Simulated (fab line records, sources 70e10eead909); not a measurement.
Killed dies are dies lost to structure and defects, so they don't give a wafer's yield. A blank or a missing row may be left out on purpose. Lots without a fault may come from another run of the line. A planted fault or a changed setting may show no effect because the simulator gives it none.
Chamber matching | flow nand_harc | NHARC_THIN_TSV_CMP_01 on cmp-04: 4 sister chambers
The step polishes. 4 wafers are shown with their chamber, then 12 later ones without.

WAFERS WITH THEIR CHAMBER
wafer  | chamber | motor_current_A (A)
L085.4 | 0       | 13.6
L092.5 | 3       | 12.5
L095.5 | 1       | 12.0
L095.6 | 2       | 12.0

WAFERS WITHOUT THEIR CHAMBER
wafer  | motor_current_A (A)
L095.1 | 13.7
L095.3 | 11.9
L095.4 | 11.4
L094.1 | 13.9
L094.2 | 12.6
L094.4 | 11.4
L096.1 | 12.8
L096.4 | 14.0
L096.6 | 13.6
L096.2 | 12.0
L096.3 | 11.3
L096.5 | 13.3

WHICH CHAMBER EACH WENT THROUGH
wafer  | from the rows above               | in truth
L095.1 | 0                                 | 0
L095.3 | can't be placed: 1 or 2 or 3      | 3
L095.4 | can't be placed: 1 or 2 or 3      | 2
L094.1 | 0                                 | 0
L094.2 | can't be placed: 3 or 1 or 2      | 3
L094.4 | can't be placed: 1 or 2 or 3      | 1
L096.1 | can't be placed: 3 or 0 or 1 or 2 | 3
L096.4 | 0                                 | 0
L096.6 | 0                                 | 0
L096.2 | can't be placed: 1 or 2 or 3      | 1
L096.3 | can't be placed: 1 or 2 or 3      | 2
L096.5 | can't be placed: 0 or 3           | 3
Placed correctly: 4 of 12. Can't be placed from these rows: 8 (the true chamber is among the candidates in 8). Placed wrongly: 0.
How it was worked out, from the rows above alone: a wafer's distance from a chamber is the root of the sum, over the readings, of the square of ((its reading less the chamber's mean) divided by the reading's scatter). The wafer belongs to the nearest chamber; if the next one is less than 2 further off, it can't be placed. A chamber's mean is the mean of its shown wafers. The scatter: with one shown wafer a chamber, the root of the mean of the squares of how far each hidden wafer lies from its nearest shown one.
